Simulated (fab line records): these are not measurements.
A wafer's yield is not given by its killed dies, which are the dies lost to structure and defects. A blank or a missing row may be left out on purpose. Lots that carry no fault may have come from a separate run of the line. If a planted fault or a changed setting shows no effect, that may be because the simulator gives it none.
Comparing a struck lot with a sound one	flow nandHarc	15 out of 1302 route steps
Sound: these wafers, L398.2, L398.4, L398.6. Wafers struck: L406.5, L406.6. The cause comes at the end.
Per side, at each step with rows, come the tool, then ch with its chambers, and then its first start. Under that, the readings that differ: sound wafers	struck wafers	difference of the means	sigmas: that difference in standard deviations of wafers without a fault.
alike: readings whose means differ by less than 2 such deviations, and words and numbers that are the same on both sides. not compared: withheld readings, readings that some wafer has no value for, bounds like >300 that may hide the same value, and numbers for which the record gives no deviation and whose values overlap.
A row with sigmas, a row that says differs or no value, or rows on one side alone: a step with any of these is where the two part. Non-overlapping numbers with no deviation appear without sigmas and do not part them. Lack of a reading on every wafer of one side parts them only where that side has two or more wafers.

NHARC_A_CONTACT_ETCH_113: etches the open film in C4F8/O2/Ar, time 190 s, target depth 1850 nm.
  sound on harCapEtch-01 ch 1, day 25 19:27; struck on harCapEtch-03 ch 0,1, day 27 08:38
  not compared: rfHoursCounterH, runLengthS
NHARC_A_CONTACT_ETCH_114: etches the open film in C4F8/O2/Ar, time 190 s, target depth 1850 nm.
  sound on harCapEtch-01 ch 1, day 25 19:37; struck on harCapEtch-03 ch 0,1, day 27 08:49
  not compared: rfHoursCounterH, runLengthS
NHARC_A_CONTACT_ETCH_115: etches the open film in C4F8/O2/Ar, time 190 s, target depth 1850 nm.
  sound on harCapEtch-01 ch 1, day 25 19:47; struck on harCapEtch-03 ch 0,1, day 27 08:59
  not compared: rfHoursCounterH, runLengthS
then, 3 steps without rows for these wafers: NHARC_A_CONTACT_ETCH_116 (etches the open film in C4F8/O2/Ar, time 190 s, target depth 1850 nm); NHARC_A_CONTACT_ETCH_117 (etches the open film in C4F8/O2/Ar, time 190 s, target depth 1850 nm); NHARC_A_CONTACT_ETCH_118 (etches the open film in C4F8/O2/Ar, time 190 s, target depth 1850 nm).
NHARC_A_CONTACT_ETCH_119: etches the open film in C4F8/O2/Ar, time 190 s, target depth 1850 nm.
  sound on harCapEtch-01 ch 1, day 25 20:29; struck on harCapEtch-03 ch 0,1, day 27 09:40
  not compared: rfHoursCounterH, runLengthS
then, 2 steps without rows for these wafers: NHARC_A_CONTACT_ETCH_120 (etches the open film in C4F8/O2/Ar, time 190 s, target depth 1850 nm); NHARC_A_CONTACT_ETCH_121 (etches the open film in C4F8/O2/Ar, time 190 s, target depth 1850 nm).
NHARC_A_CONTACT_ETCH_122: etches the open film in C4F8/O2/Ar, time 190 s, target depth 1850 nm.
  sound on harCapEtch-01 ch 1, day 25 20:59; struck on harCapEtch-03 ch 0,1, day 27 10:11
  not compared: rfHoursCounterH, runLengthS
then, 2 steps without rows for these wafers: NHARC_A_CONTACT_ETCH_123 (etches the open film in C4F8/O2/Ar, time 490 s, target depth 2110 nm); NHARC_A_CONTACT_ETCH_90 (etches the open film in CH3F/O2, target depth 40 nm, time 85.7 s).
NHARC_A_CONTACT_ETCH_96: etches the open film in C4F6/O2, target depth 20 nm, time 10 s.
  sound on rieDiel-01 ch 1,2,3, day 25 22:16; struck on rieDiel-01 ch 2,3, day 27 11:21
reading	sound	struck	difference	sigmas
runLengthS (s)	31.6 30.9 31.1	28.0 27.6	-3.4	-10
  alike: c4f6FlowSccm, drypumpMotorCurrentA, mfcArSccm, oesProductAu, rfVppV, showerheadPlenumPTorr, throttleValvePct
  not compared: rfHoursCounterH
NHARC_A_CONTACT_CD_MEAS_53:
  sound on cdSem-02 at day 25 22:21; struck on cdSem-03 at day 27 11:26
reading	sound	struck	difference	sigmas
cdNm (nm)	289.2 288.6 289.9	291.2 290.8	+1.8	+2
-- jump in the record: it breaks off in module A_CONTACT and resumes in module END (first step shown: number 1302 of the route), and 4 days separate the struck wafers' starts before and after --
NHARC_END_SORT_01:
  here the record holds rows for the struck wafers (prober-01 ch 0, day 31 03:40) but none for the sound ones

WHERE THEY PART
Earliest at NHARC_A_CONTACT_ETCH_96; latest, in this record, at NHARC_END_SORT_01.

WHY: whatever the simulator had introduced
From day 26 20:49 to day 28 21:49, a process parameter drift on rieDiel-01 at NHARC_A_CONTACT_ETCH_96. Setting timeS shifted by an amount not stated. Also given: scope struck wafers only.
